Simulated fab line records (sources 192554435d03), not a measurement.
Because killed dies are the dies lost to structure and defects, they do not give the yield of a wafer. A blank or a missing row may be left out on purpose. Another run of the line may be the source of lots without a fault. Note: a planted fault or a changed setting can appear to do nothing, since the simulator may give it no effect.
Matching of chambers / flow n5Finfet / N5_BEOL_M0_SAQP_PECVD_96 on pecvd-04: 3 sister chambers
The step deposits a-Si from SiH4/He, target thk 45 nm, time 45.2 s. 6 wafers are shown with their chamber, then 10 later ones without.

== WAFERS WITH THEIR CHAMBER ==
wafer=L091.6; chamber=2; throttleValvePct (%)=17.7; showerheadPlenumPTorr (Torr)=5.719
wafer=L092.2; chamber=1; throttleValvePct (%)=18.1; showerheadPlenumPTorr (Torr)=5.692
wafer=L092.3; chamber=0; throttleValvePct (%)=18.9; showerheadPlenumPTorr (Torr)=5.718
wafer=L092.4; chamber=2; throttleValvePct (%)=17.5; showerheadPlenumPTorr (Torr)=5.705
wafer=L093.1; chamber=1; throttleValvePct (%)=18.3; showerheadPlenumPTorr (Torr)=5.678
wafer=L093.2; chamber=0; throttleValvePct (%)=19.2; showerheadPlenumPTorr (Torr)=5.692

== WAFERS WITHOUT THEIR CHAMBER ==
wafer=L093.5; throttleValvePct (%)=18.9; showerheadPlenumPTorr (Torr)=5.728
wafer=L094.1; throttleValvePct (%)=18.9; showerheadPlenumPTorr (Torr)=5.714
wafer=L094.5; throttleValvePct (%)=19.1; showerheadPlenumPTorr (Torr)=5.716
wafer=L094.6; throttleValvePct (%)=17.4; showerheadPlenumPTorr (Torr)=5.702
wafer=L095.1; throttleValvePct (%)=18.4; showerheadPlenumPTorr (Torr)=5.690
wafer=L095.3; throttleValvePct (%)=19.1; showerheadPlenumPTorr (Torr)=5.722
wafer=L095.4; throttleValvePct (%)=18.3; showerheadPlenumPTorr (Torr)=5.703
wafer=L097.2; throttleValvePct (%)=18.5; showerheadPlenumPTorr (Torr)=5.702
wafer=L097.4; throttleValvePct (%)=18.1; showerheadPlenumPTorr (Torr)=5.693
wafer=L097.5; throttleValvePct (%)=19.2; showerheadPlenumPTorr (Torr)=5.727

== THE CHAMBER EACH PASSED THROUGH ==
wafer=L093.5; from the rows above=0; in truth=0
wafer=L094.1; from the rows above=0; in truth=0
wafer=L094.5; from the rows above=0; in truth=0
wafer=L094.6; from the rows above=2; in truth=2
wafer=L095.1; from the rows above=1; in truth=1
wafer=L095.3; from the rows above=0; in truth=0
wafer=L095.4; from the rows above=1; in truth=1
wafer=L097.2; from the rows above=can't be placed: 1 or 0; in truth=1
wafer=L097.4; from the rows above=1; in truth=1
wafer=L097.5; from the rows above=0; in truth=0
9 of 10 placed correctly. From these rows, 1 cannot be placed; in 1 the true chamber is one of the candidates. Placed wrongly: 0.
How it was worked out, from the rows above alone: a wafer's distance from a chamber is the root of the sum, over the readings, of the square of ((its reading less the chamber's mean) divided by the reading's scatter). The wafer belongs to the nearest chamber; if the next one is less than 2 further off, it can't be placed. The mean given for a chamber averages the wafers shown for that chamber. How the scatter is found: for the shown wafers, subtract from each reading the mean of its chamber, square and add these, divide the total by (wafers less chambers), then take the root.
